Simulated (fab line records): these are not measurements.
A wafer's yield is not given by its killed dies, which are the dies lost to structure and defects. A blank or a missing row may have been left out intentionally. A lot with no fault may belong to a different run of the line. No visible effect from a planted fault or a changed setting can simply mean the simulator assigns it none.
Which tool did it? ; flow n5Finfet ; Sampling: 24 lots, 72 wafers, 5 of 1938 route steps

== WHAT EACH GAUGE READ, for each wafer ==
N5_BEOL_M3_CD_MEAS_18: pitch 36 nm, target cd 18 nm. Usual: cdNm at 17.91 nm, with a standard deviation of 0.28.
lot;measured;on;cdNm (nm);flag
L074;day 7 00:32;cdSem-01;17.86 17.85 17.78;
L075;day 7 10:43;cdSem-03;18.03 18.05 17.90;
L077;day 7 10:58;cdSem-02;17.40 17.76 17.97;
L076;day 7 14:41;cdSem-02;17.58 17.67 17.84;
L079;day 8 07:11;cdSem-02;17.70 17.52 18.27;
L080;day 8 10:34;cdSem-02;17.94 17.78 17.41;
L078;day 8 12:29;cdSem-01;17.98 18.18 18.40;
L081;day 8 17:26;cdSem-03;18.28 18.19 18.06;
L082;day 8 17:53;cdSem-03;17.62 17.45 18.06;
L083;day 9 05:44;cdSem-02;18.15 18.14 18.53;
L084;day 9 06:29;cdSem-03;17.42 17.82 17.95;
L085;day 9 20:27;cdSem-02;17.56 18.07 17.73;
L086;day 9 20:50;cdSem-01;17.73 17.88 17.13;
L087;day 10 16:12;cdSem-01;18.01 17.53 18.06;
L088;day 10 21:38;cdSem-01;17.87 17.80 18.09;
L090;day 10 23:29;cdSem-02;18.18 17.66 18.01;
L089;day 11 03:32;cdSem-03;18.18 17.90 17.78;
L091;day 11 07:47;cdSem-01;17.86 18.18 18.28;
L092;day 11 13:07;cdSem-03;18.37 18.15 18.04;
L093;day 11 23:21;cdSem-03;17.74 18.02 18.30;
L094;day 12 00:49;cdSem-02;17.94 17.78 18.33;
L095;day 12 11:10;cdSem-01;18.04 17.82 17.49;
L096;day 12 18:03;cdSem-01;17.89 18.20 18.40;
L097;day 12 21:48;cdSem-03;18.45 18.32 18.18;

== WHAT TOOL EACH LOT RAN ON (gives the tool, then ch and the chambers of the sampled wafers, and finally the start) ==
lot;N5_BEOL_M2_ANNEAL_82;N5_BEOL_M2_SPUTTER_88;N5_BEOL_M3_ETCH_64;N5_BEOL_M3_STRIP_19
L074;pvdSputter-03, day 6 19:46;pvdSputter-03, day 6 20:08;rieDiel-01 ch 0,2,3, day 7 00:11;rieDiel-03 ch 0,1, day 7 00:28
L075;pvdSputter-03, day 7 05:28;pvdSputter-03, day 7 05:49;rieDiel-01 ch 1,3, day 7 10:21;rieDiel-05 ch 0,1, day 7 10:38
L077;pvdSputter-02, day 7 05:43;pvdSputter-02, day 7 06:04;rieDiel-03 ch 1,3, day 7 10:28;rieDiel-05 ch 1,2,3, day 7 10:54
L076;pvdSputter-02, day 7 08:51;pvdSputter-02, day 7 09:13;rieDiel-03 ch 1,2,3, day 7 14:17;rieDiel-05 ch 1,2, day 7 14:37
L079;pvdSputter-03, day 8 00:07;pvdSputter-03, day 8 00:29;rieDiel-01 ch 1,2, day 8 06:46;rieDiel-05 ch 2,3, day 8 07:07
L080;pvdSputter-03, day 8 05:03;pvdSputter-03, day 8 05:25;rieDiel-03 ch 2,3, day 8 10:13;rieDiel-03 ch 1,3, day 8 10:30
L078;pvdSputter-03, day 8 08:01;pvdSputter-03, day 8 08:23;rieDiel-05 ch 1,2,3, day 8 12:01;rieDiel-03 ch 1,3, day 8 12:25
L081;pvdSputter-03, day 8 09:52;pvdSputter-03, day 8 10:13;rieDiel-03 ch 0,1,2, day 8 17:05;rieDiel-03 ch 1,2,3, day 8 17:22
L082;pvdSputter-02, day 8 12:52;pvdSputter-02, day 8 13:14;rieDiel-03 ch 0,2,3, day 8 17:32;rieDiel-05 ch 0,2,3, day 8 17:49
L083;pvdSputter-02, day 9 02:10;pvdSputter-02, day 9 02:32;rieDiel-01 ch 0,2, day 9 05:23;rieDiel-01 ch 1,3, day 9 05:40
L084;pvdSputter-01, day 9 02:27;pvdSputter-01, day 9 02:49;rieDiel-03 ch 0,3, day 9 06:08;rieDiel-03 ch 1,2,3, day 9 06:25
L085;pvdSputter-01, day 9 12:59;pvdSputter-01, day 9 13:20;rieDiel-03 ch 1,2,3, day 9 19:59;rieDiel-01 ch 1,2,3, day 9 20:23
L086;pvdSputter-01, day 9 15:04;pvdSputter-01, day 9 15:25;rieDiel-03 ch 1,2,3, day 9 20:15;rieDiel-03 ch 0,1,3, day 9 20:46
L087;pvdSputter-02, day 10 11:58;pvdSputter-02, day 10 12:20;rieDiel-05 ch 0,1, day 10 15:51;rieDiel-05 ch 0,2,3, day 10 16:08
L088;pvdSputter-01, day 10 16:14;pvdSputter-01, day 10 16:36;rieDiel-01 ch 0,3, day 10 21:12;rieDiel-01 ch 0,2,3, day 10 21:34
L090;pvdSputter-03, day 10 19:17;pvdSputter-03, day 10 19:38;rieDiel-05 ch 1,2,3, day 10 23:08;rieDiel-01 ch 0,1,3, day 10 23:25
L089;pvdSputter-01, day 10 22:21;pvdSputter-01, day 10 22:43;rieDiel-03 ch 0,1,2, day 11 03:11;rieDiel-05 ch 1,3, day 11 03:28
L091;pvdSputter-01, day 11 00:58;pvdSputter-01, day 11 01:20;rieDiel-05 ch 2,3, day 11 07:13;rieDiel-05 ch 0,1,2, day 11 07:43
L092;pvdSputter-01, day 11 09:13;pvdSputter-01, day 11 09:34;rieDiel-01 ch 0,1,3, day 11 12:41;rieDiel-03 ch 0,1,3, day 11 13:03
L093;pvdSputter-01, day 11 17:38;pvdSputter-01, day 11 17:59;rieDiel-05 ch 0,1, day 11 23:00;rieDiel-05 ch 0,2,3, day 11 23:17
L094;pvdSputter-02, day 11 20:12;pvdSputter-02, day 11 20:37;rieDiel-03 ch 1,2,3, day 12 00:22;rieDiel-01 ch 1,2,3, day 12 00:44
L095;pvdSputter-01, day 12 06:24;pvdSputter-01, day 12 06:46;rieDiel-01 ch 0,2,3, day 12 10:49;rieDiel-01 ch 1,2,3, day 12 11:05
L096;pvdSputter-03, day 12 12:01;pvdSputter-03, day 12 12:22;rieDiel-05 ch 0,2,3, day 12 17:40;rieDiel-01 ch 0,1,3, day 12 17:58
L097;pvdSputter-03, day 12 16:55;pvdSputter-03, day 12 17:16;rieDiel-01 ch 0,3, day 12 21:27;rieDiel-01 ch 1,3, day 12 21:44
- N5_BEOL_M2_ANNEAL_82: time 240 s.
- N5_BEOL_M2_SPUTTER_88: material Cu, target thk 4.5 nm, time 8.29 s.
- N5_BEOL_M3_ETCH_64: etches SOC in N2/H2, target depth 75 nm, overetch 15 nm, time 112.5 s.
- N5_BEOL_M3_STRIP_19: strips in O2.

== WHAT THE TOOLS THEMSELVES READ (means of the sampled wafers that have a number; where no wafer has one, the mark that the record gives instead) ==
N5_BEOL_M2_ANNEAL_82. Usual: heaterPowerW at 850 W, with a standard deviation of 86.
lot;tool;heaterPowerW (W);flag
L074;pvdSputter-03;848;
L075;pvdSputter-03;821;
L077;pvdSputter-02;827;
L076;pvdSputter-02;894;
L079;pvdSputter-03;936;
L080;pvdSputter-03;869;
L078;pvdSputter-03;868;
L081;pvdSputter-03;825;
L082;pvdSputter-02;760;
L083;pvdSputter-02;873;
L084;pvdSputter-01;864;
L085;pvdSputter-01;831;
L086;pvdSputter-01;878;
L087;pvdSputter-02;962;
L088;pvdSputter-01;822;
L090;pvdSputter-03;910;
L089;pvdSputter-01;891;
L091;pvdSputter-01;866;
L092;pvdSputter-01;821;
L093;pvdSputter-01;796;
L094;pvdSputter-02;895;
L095;pvdSputter-01;876;
L096;pvdSputter-03;821;
L097;pvdSputter-03;856;

N5_BEOL_M2_SPUTTER_88. Usual: chuckSensorTempC -15.8 C, standard deviation 0.41; throttleValvePct 29.8 %, standard deviation 1.3.
lot;tool;chuckSensorTempC (C);throttleValvePct (%);flag
L074;pvdSputter-03;-16.2;30.2;
L075;pvdSputter-03;-15.5;29.9;
L077;pvdSputter-02;-15.8;29.0;
L076;pvdSputter-02;-15.9;29.0;
L079;pvdSputter-03;-15.3;30.3;
L080;pvdSputter-03;-15.8;29.7;
L078;pvdSputter-03;-15.7;29.8;
L081;pvdSputter-03;-15.7;29.9;
L082;pvdSputter-02;-16.0;29.1;
L083;pvdSputter-02;-15.8;29.0;
L084;pvdSputter-01;-15.7;30.2;
L085;pvdSputter-01;-15.8;29.6;
L086;pvdSputter-01;-15.8;30.0;
L087;pvdSputter-02;-16.0;29.7;
L088;pvdSputter-01;-15.8;29.6;
L090;pvdSputter-03;-15.6;30.9;
L089;pvdSputter-01;-15.7;30.3;
L091;pvdSputter-01;-15.6;30.2;
L092;pvdSputter-01;-15.9;29.2;
L093;pvdSputter-01;-15.8;29.0;
L094;pvdSputter-02;-15.8;29.0;
L095;pvdSputter-01;-15.7;30.2;
L096;pvdSputter-03;-15.4;31.3;
L097;pvdSputter-03;-15.8;29.7;

N5_BEOL_M3_ETCH_64. Usual: drypumpMotorCurrentA 5.6 A, standard deviation 0.57; oesProductAu 0.62 a.u., standard deviation 0.066; rfVppV 524 V, standard deviation 3.2; showerheadPlenumPTorr 2.56 Torr, standard deviation 0.11; throttleValvePct 17.76 %, standard deviation 0.21.
lot;tool;drypumpMotorCurrentA (A);oesProductAu (a.u.);rfVppV (V);showerheadPlenumPTorr (Torr);throttleValvePct (%);flag
L074;rieDiel-01;5.8;0.56;526;2.63;18.03;
L075;rieDiel-01;5.5;0.67;527;2.68;17.60;
L077;rieDiel-03;5.4;0.60;524;2.55;17.66;
L076;rieDiel-03;5.3;0.60;524;2.55;17.65;
L079;rieDiel-01;6.2;0.63;527;2.66;18.00;
L080;rieDiel-03;5.2;0.61;520;2.45;17.65;
L078;rieDiel-05;6.3;0.57;522;2.46;18.01;
L081;rieDiel-03;5.3;0.58;527;2.63;17.74;
L082;rieDiel-03;5.3;0.59;523;2.54;17.71;
L083;rieDiel-01;6.1;0.56;525;2.62;18.13;
L084;rieDiel-03;5.4;0.57;523;2.52;17.78;
L085;rieDiel-03;5.3;0.59;523;2.54;17.67;
L086;rieDiel-03;5.3;0.59;523;2.54;17.68;
L087;rieDiel-05;5.1;0.69;523;2.48;17.68;
L088;rieDiel-01;5.6;0.76;526;2.61;17.57;
L090;rieDiel-05;6.3;0.63;521;2.46;17.90;
L089;rieDiel-03;5.3;0.57;526;2.62;17.76;
L091;rieDiel-05;6.4;0.57;521;2.43;17.90;
L092;rieDiel-01;5.6;0.72;526;2.63;17.55;
L093;rieDiel-05;5.1;0.68;522;2.48;17.69;
L094;rieDiel-03;5.3;0.58;523;2.53;17.70;
L095;rieDiel-01;5.7;0.68;526;2.61;17.81;
L096;rieDiel-05;5.9;0.59;521;2.44;17.80;
L097;rieDiel-01;5.3;0.71;526;2.60;17.52;

N5_BEOL_M3_STRIP_19. Usual: drypumpMotorCurrentA 5.7 A, standard deviation 0.62; o2FlowSccm 225.0 sccm, standard deviation 0.75; oesProductAu 0.80 a.u., standard deviation 0.095; rfVppV 3.7 V, standard deviation 0.46; showerheadPlenumPTorr 2.10 Torr, standard deviation 0.087; throttleValvePct 16.61 %, standard deviation 0.21.
lot;tool;drypumpMotorCurrentA (A);o2FlowSccm (sccm);oesProductAu (a.u.);rfVppV (V);showerheadPlenumPTorr (Torr);throttleValvePct (%);flag
L074;rieDiel-03;5.4;225.6;0.73;3.3;2.17;16.63;
L075;rieDiel-05;5.6;226.0;0.75;3.7;2.06;16.77;
L077;rieDiel-05;6.3;226.2;0.73;3.5;2.03;16.82;
L076;rieDiel-05;6.1;224.5;0.71;4.2;2.04;16.89;
L079;rieDiel-05;6.4;224.6;0.74;3.9;2.01;16.79;
L080;rieDiel-03;5.3;224.5;0.76;3.7;2.01;16.51;
L078;rieDiel-03;5.3;224.2;0.76;3.6;2.01;16.50;
L081;rieDiel-03;5.2;225.0;0.75;3.7;2.10;16.56;
L082;rieDiel-05;5.9;224.9;0.79;3.9;2.02;16.65;
L083;rieDiel-01;5.2;225.6;0.98;3.6;2.17;16.30;
L084;rieDiel-03;5.3;224.8;0.75;3.8;2.10;16.56;
L085;rieDiel-01;5.7;226.1;0.87;3.9;2.17;16.55;
L086;rieDiel-03;5.3;224.4;0.73;3.1;2.09;16.59;
L087;rieDiel-05;5.9;224.8;0.77;3.7;2.01;16.67;
L088;rieDiel-01;5.7;224.8;0.89;3.7;2.15;16.57;
L090;rieDiel-01;5.6;225.0;0.93;3.9;2.17;16.41;
L089;rieDiel-05;6.3;224.7;0.87;3.5;2.04;16.61;
L091;rieDiel-05;5.6;224.9;0.82;3.5;2.03;16.63;
L092;rieDiel-03;5.3;224.7;0.72;3.2;2.08;16.62;
L093;rieDiel-05;5.9;225.1;0.76;3.9;2.01;16.70;
L094;rieDiel-01;5.7;225.2;0.83;3.8;2.17;16.59;
L095;rieDiel-01;5.7;224.9;0.83;3.8;2.17;16.60;
L096;rieDiel-01;5.6;224.9;0.90;3.2;2.17;16.43;
L097;rieDiel-01;5.2;224.9;0.89;3.6;2.16;16.35;

== THE ANSWER, worked out from the rows above alone ==
Rule: a lot counts as off when the mean over its wafers that have a number is more than 3 standard deviations away from the usual mean. A lot without any number at a reading at which 4 lots or more have one is off too. Any other lot the step has rows for is counted as sound. First the gauges in route order, then the tools' own readings, where a lot's mean is used as printed above. At the first step where some lot is off, the reading lying furthest off is the one used; lots without a number count as furthest.
No lot is off at any reading shown: from this, nothing can be told.

== WHAT THE SIMULATOR HAD PUT IN ==
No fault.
